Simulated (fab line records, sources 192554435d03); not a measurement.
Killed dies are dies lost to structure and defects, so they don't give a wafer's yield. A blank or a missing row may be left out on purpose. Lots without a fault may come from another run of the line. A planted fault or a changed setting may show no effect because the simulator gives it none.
Split-lot experiment | flow n5_finfet | 7 lots, 21 wafers read, on a route of 1938 steps

THE SPLIT
At N5_BEOL_M12_ETCH_59 (etches BARC in N2/H2, target depth 89 nm, overetch 26.7 nm, time 67.9 s), the setting bias_w was moved away from the recipe's 150 W on 10 of the 21 wafers read, by -15.7% to +13.5%. The other wafers ran this setting at the recipe's value.

The reading is taken at the split's own step.

THE READING
rf_vpp_V, in V, at N5_BEOL_M12_ETCH_59 (etches BARC in N2/H2, target depth 89 nm, overetch 26.7 nm, time 67.9 s). Fault-free wafers of this fab line usually give 524.0 V, standard deviation 2.8 V.

wafer  | tool, chamber at the split | bias_w as run, W | against the recipe | rf_vpp_V, V | against lot-mates on the recipe
L076.4 | rie_diel-02, 0             | 126.5            | -15.7%             | 469.4       | -57.4
L076.5 | rie_diel-02, 2             | 126.5            | -15.7%             | 470.2       | -56.6
L076.6 | rie_diel-02, 1             | 150              | recipe             | 526.8       | -
L075.2 | rie_diel-03, 0             | 150              | recipe             | 521.1       | -
L075.5 | rie_diel-03, 1             | 150              | recipe             | 525.8       | -
L075.6 | rie_diel-03, 0             | 150              | recipe             | 520.4       | -
L081.2 | rie_diel-06, 3             | 141.5            | -5.7%              | 501.3       | no lot-mate on the recipe
L081.3 | rie_diel-06, 0             | 141.5            | -5.7%              | 506.9       | no lot-mate on the recipe
L081.4 | rie_diel-06, 1             | 141.5            | -5.7%              | 504.3       | no lot-mate on the recipe
L083.4 | rie_diel-06, 0             | 150              | recipe             | 526.8       | -
L083.5 | rie_diel-06, 2             | 170.3            | +13.5%             | 571.8       | +47.2
L083.6 | rie_diel-06, 1             | 150              | recipe             | 522.3       | -
L082.1 | rie_diel-06, 3             | 170.2            | +13.5%             | 562.4       | no lot-mate on the recipe
L082.3 | rie_diel-06, 1             | 170.2            | +13.5%             | 566.2       | no lot-mate on the recipe
L082.5 | rie_diel-06, 0             | 170.2            | +13.5%             | 568.2       | no lot-mate on the recipe
L097.2 | rie_diel-02, 1             | 150              | recipe             | 527.3       | -
L097.3 | rie_diel-02, 2             | 150              | recipe             | 521.7       | -
L097.5 | rie_diel-02, 2             | 131.6            | -12.3%             | 481.8       | -42.7
L096.2 | rie_diel-06, 1             | 150              | recipe             | 521.9       | -
L096.3 | rie_diel-06, 2             | 150              | recipe             | 528.1       | -
L096.4 | rie_diel-06, 3             | 150              | recipe             | 520.4       | -

THE FIT
A straight line over all 21 wafers: rf_vpp_V changes by +3.33 V for each +1% of bias_w; r = +0.99; the points scatter about the line by 3 V.
The same after taking each lot's own level away (the mean of its wafers on the recipe; 15 wafers): +3.57 V for each +1%; r = +1.00; scatter 2.5 V.
On that fit, the largest move of bias_w shifts the reading by 56 V.
The lots' own levels span 522.43 to 526.80 V, that is 1.6 times the standard deviation above.
So the lot-to-lot level changes the slope little: the two slopes agree.
Check: with one of the wafers moved furthest among these (-15.7%) left out of the fit, the line predicts -55.5 V for it against its lot-mates. It came out at -57.4 V against them.
Tool readings at the split's step, against how far the setting was moved: rf_vpp_V r = +0.99.

OTHER SPLITS ON THESE WAFERS
These wafers also went through other splits before the reading. Each is held against what the fit with the lots' levels taken away leaves over:
other split on the same wafers | wafers away from the commonest value | r with rf_vpp_V (lot level and that fit taken away)
N5_BEOL_M8_ETCH_62 time_s      | 7                                    | -0.10
N5_BEOL_M10_COAT_64 spin_rpm   | 6                                    | -0.03
N5_BEOL_M10_EXPOSE_25 dose_mj  | 7                                    | -0.16

THE FILE'S OWN FIT
rf_vpp_V changes by +3.55 V for each +1% of bias_w, r = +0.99.
